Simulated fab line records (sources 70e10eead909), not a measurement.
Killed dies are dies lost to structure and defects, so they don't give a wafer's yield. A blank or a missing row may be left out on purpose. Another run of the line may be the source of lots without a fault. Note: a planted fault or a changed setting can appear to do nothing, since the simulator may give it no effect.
What tool caused it?    flow nandHarc    Sampling: 13 lots, 39 wafers, 5 of 1302 route steps

WHAT THE GAUGES READ, wafer by wafer
NHARC_HYBRID_BOND_OVL_MEAS_05. Usual: overlayXNm 2 nm, standard deviation 34; overlayYNm 1 nm, standard deviation 33.
lot   measured      on          overlayXNm (nm)  overlayYNm (nm)  flag
L636  day 24 07:16  overlay-02  -41 -25 23       -3 16 -30        
L635  day 24 07:16  overlay-01  -32 -23 -85      6 28 5           
L638  day 25 04:10  overlay-02  -15 -6 -37       -30 -51 1        
L639  day 25 11:25  overlay-01  73 3 9           -11 32 51        
L641  day 26 03:58  overlay-02  46 21 -8         3 -7 12          
L643  day 27 05:58  overlay-02  -11 54 26        16 20 49         
L646  day 27 16:59  overlay-02  6 -50 2          35 40 42         
L652  day 30 21:24  overlay-02  8 7 32           32 -35 -59       
L653  day 31 03:52  overlay-01  59 14 -50        49 -27 13        
L654  day 32 03:14  overlay-02  17 2 -11         -23 19 -10       
L655  day 32 09:35  overlay-02  48 31 -6         -29 1 34         
L656  day 32 13:02  overlay-02  -46 -16 -76      -31 24 21        
L657  day 33 00:16  overlay-02  -32 11 4         -42 1 -34        

NHARC_END_SORT_01. Usual: value, then standard deviation, for each; defectLimitedYield 90.7 % / 2.9; killedAtArray 58 / 20; killedAtOther 1.0 / 1.2; killedAtPeriphery 4.1 / 3; killedDies 63 / 20; killedOpen 3.2 / 1.7; killedShort 2.5 / 1.5.
lot   measured      on         defectLimitedYield (%)  killedAtArray  killedAtOther  killedAtPeriphery  killedDies  killedOpen  killedShort  flag
L636  day 25 03:39  prober-02  97.0 95.3 96.9          17 30 18       1 1 1          2 1 2              20 32 21    2 4 4       4 4 2        
L635  day 25 06:03  prober-01  88.8 90.0 90.7          74 65 63       0 1 0          2 2 0              76 68 63    4 1 1       4 2 0        
L638  day 26 00:04  prober-01  95.1 95.3 95.3          28 24 26       3 3 3          2 5 3              33 32 32    1 3 3       6 4 4        
L639  day 26 09:28  prober-01  83.6 87.7 86.3          102 79 82      1 2 4          8 2 7              111 83 93   4 2 5       2 2 2        
L641  day 26 21:34  prober-02  91.1 91.6 89.8          59 57 67       0 0 0          1 0 2              60 57 69    3 0 4       1 2 1        
L643  day 27 23:50  prober-02  90.8 92.9 91.0          58 45 59       0 0 0          4 3 2              62 48 61    4 2 3       2 0 1        
L646  day 28 11:41  prober-02  93.2 93.5 92.3          35 36 41       0 0 1          11 8 10            46 44 52    5 1 7       2 4 4        
L652  day 31 15:04  prober-02  89.1 89.2 91.1          72 70 57       1 0 0          1 3 3              74 73 60    4 4 3       1 7 3        
L653  day 32 00:02  prober-01  86.3 89.5 87.9          89 67 77       0 3 2          4 1 3              93 71 82    5 1 5       4 4 2        
L654  day 33 00:26  prober-02  87.1 86.9 87.1          75 82 78       4 1 3          8 6 6              87 89 87    1 4 2       3 2 0        
L655  day 33 00:31  prober-01  89.7 91.6 92.0          64 52 48       2 0 3          4 5 3              70 57 54    4 4 4       2 4 1        
L656  day 33 08:15  prober-02  90.4 88.9 91.3          61 69 57       1 0 1          3 6 1              65 75 59    3 4 4       2 0 4        
L657  day 33 19:42  prober-02  92.8 93.4 93.2          46 41 44       0 2 2          3 2 0              49 45 46    2 3 2       1 0 5        

EACH LOT AND THE TOOL THAT RAN IT (in order: tool; ch and the chambers of the sampled wafers; start)
lot   NHARC_THIN_TSV_DEP_43            NHARC_THIN_TSV_PVD_51                   NHARC_THIN_TSV_ETCH_36
L636  pecvd-04 ch 0,1, day 24 10:23    pvdSputter-01, day 24 17:39 or earlier  rieMetal-02 ch 0,1, day 24 17:39
L635  pecvd-02 ch 0,1,2, day 24 09:20  pvdSputter-03, day 24 16:44 or earlier  rieMetal-03 ch 0,1, day 24 16:44
L638  pecvd-01 ch 0,2, day 25 06:10    pvdSputter-03, day 25 13:23 or earlier  rieMetal-01 ch 0,1, day 25 13:23
L639  pecvd-04 ch 0,1, day 25 14:35    pvdSputter-02, day 25 21:50 or earlier  rieMetal-01 ch 0,1, day 25 21:50
L641  pecvd-02 ch 0,2, day 26 05:52    pvdSputter-02, day 26 12:55 or earlier  rieMetal-01 ch 0,1, day 26 12:55
L643  pecvd-01 ch 0,2, day 27 07:53    pvdSputter-02, day 27 15:19 or earlier  rieMetal-01 ch 0,1, day 27 15:19
L646  pecvd-01 ch 1,2, day 27 20:10    pvdSputter-01, day 28 03:20 or earlier  rieMetal-02 ch 0,1, day 28 03:20
L652  pecvd-04 ch 0,1,2, day 30 23:17  pvdSputter-02, day 31 06:26 or earlier  rieMetal-02 ch 0,1, day 31 06:26
L653  pecvd-04 ch 0,1,2, day 31 05:55  pvdSputter-01, day 31 12:56 or earlier  rieMetal-03 ch 0,1, day 31 12:56
L654  pecvd-01 ch 1,2, day 32 05:12    pvdSputter-01, day 32 13:13 or earlier  rieMetal-02 ch 0,1, day 32 13:13
L655  pecvd-01 ch 0,2, day 32 11:33    pvdSputter-02, day 32 18:32 or earlier  rieMetal-01 ch 0,1, day 32 18:32
L656  pecvd-04 ch 0,1, day 32 14:58    pvdSputter-02, day 32 22:14 or earlier  rieMetal-03 ch 0,1, day 32 22:14
L657  pecvd-04 ch 0,2, day 33 03:28    pvdSputter-03, day 33 10:41 or earlier  rieMetal-01 ch 0,1, day 33 10:41
- NHARC_THIN_TSV_DEP_43: deposits SiO2, target thk 1328.5 nm.
- NHARC_THIN_TSV_PVD_51: deposits Cu, target thk 100 nm.
- NHARC_THIN_TSV_ETCH_36: etches the open film in Cl2/BCl3, target depth 65 nm, time 18.571 s.

AS READ BY THE TOOLS THEMSELVES (means over the sampled wafers that have a number; for cases with no such wafer, the mark the record gives instead)
NHARC_THIN_TSV_DEP_43. Usual: throttleValvePct 15.9 %, standard deviation 0.75.
lot   tool      throttleValvePct (%)  flag
L636  pecvd-04  16.5                  
L635  pecvd-02  16.1                  
L638  pecvd-01  15.8                  
L639  pecvd-04  15.5                  
L641  pecvd-02  15.9                  
L643  pecvd-01  15.9                  
L646  pecvd-01  16.0                  
L652  pecvd-04  16.0                  
L653  pecvd-04  15.9                  
L654  pecvd-01  16.3                  
L655  pecvd-01  16.2                  
L656  pecvd-04  16.2                  
L657  pecvd-04  17.1                  

NHARC_THIN_TSV_PVD_51. Usual: throttleValvePct 30.1 %, standard deviation 0.75.
lot   tool           throttleValvePct (%)  flag
L636  pvdSputter-01  30.6                  
L635  pvdSputter-03  29.9                  
L638  pvdSputter-03  30.8                  
L639  pvdSputter-02  29.8                  
L641  pvdSputter-02  30.3                  
L643  pvdSputter-02  29.5                  
L646  pvdSputter-01  30.2                  
L652  pvdSputter-02  30.1                  
L653  pvdSputter-01  29.3                  
L654  pvdSputter-01  29.5                  
L655  pvdSputter-02  29.8                  
L656  pvdSputter-02  29.8                  
L657  pvdSputter-03  30.5                  

NHARC_THIN_TSV_ETCH_36. Usual: chamberPressureMTorr 10.001 mTorr, standard deviation 0.0089; drypumpMotorCurrentA 5.5 A, standard deviation 0.49; oesProductAu 1.002 a.u., standard deviation 0.009.
lot   tool         chamberPressureMTorr (mTorr)  drypumpMotorCurrentA (A)  oesProductAu (a.u.)  flag
L636  rieMetal-02  9.997                         5.1                       1.007                
L635  rieMetal-03  9.990                         5.6                       1.004                
L638  rieMetal-01  9.998                         5.7                       1.005                
L639  rieMetal-01  9.996                         5.8                       1.001                
L641  rieMetal-01  9.997                         5.5                       0.998                
L643  rieMetal-01  10.009                        5.5                       0.944                OFF
L646  rieMetal-02  10.000                        5.1                       0.991                
L652  rieMetal-02  10.006                        5.2                       0.993                
L653  rieMetal-03  9.997                         5.9                       0.997                
L654  rieMetal-02  10.001                        5.1                       0.999                
L655  rieMetal-01  10.003                        5.7                       1.011                
L656  rieMetal-03  10.004                        5.6                       1.003                
L657  rieMetal-01  9.985                         5.8                       1.007                

THE ANSWER, worked out from the rows above alone
Rule: a lot is off if the mean of its wafers that have a number lies more than 3 standard deviations from the usual mean. Also off: a lot with no number at a reading for which 4 or more lots have one. The other lots that the step has rows for count as sound. After the gauges, taken in route order, come the tools' own readings; for these a lot's mean is taken, as printed above. At the first step where some lot is off, the reading lying furthest off is the one used; lots without a number count as furthest.
Off at NHARC_THIN_TSV_ETCH_36 (oesProductAu): L643.
A tool fits if, at that step or a process step before it, it ran every lot that is off, and no sound lot after the first of them. With no start given for some of its lots, NHARC_THIN_TSV_PVD_51 uses the hours and lot order of NHARC_THIN_TSV_ETCH_36. Of those tried, none fits.

WHAT WAS PUT IN BY THE SIMULATOR
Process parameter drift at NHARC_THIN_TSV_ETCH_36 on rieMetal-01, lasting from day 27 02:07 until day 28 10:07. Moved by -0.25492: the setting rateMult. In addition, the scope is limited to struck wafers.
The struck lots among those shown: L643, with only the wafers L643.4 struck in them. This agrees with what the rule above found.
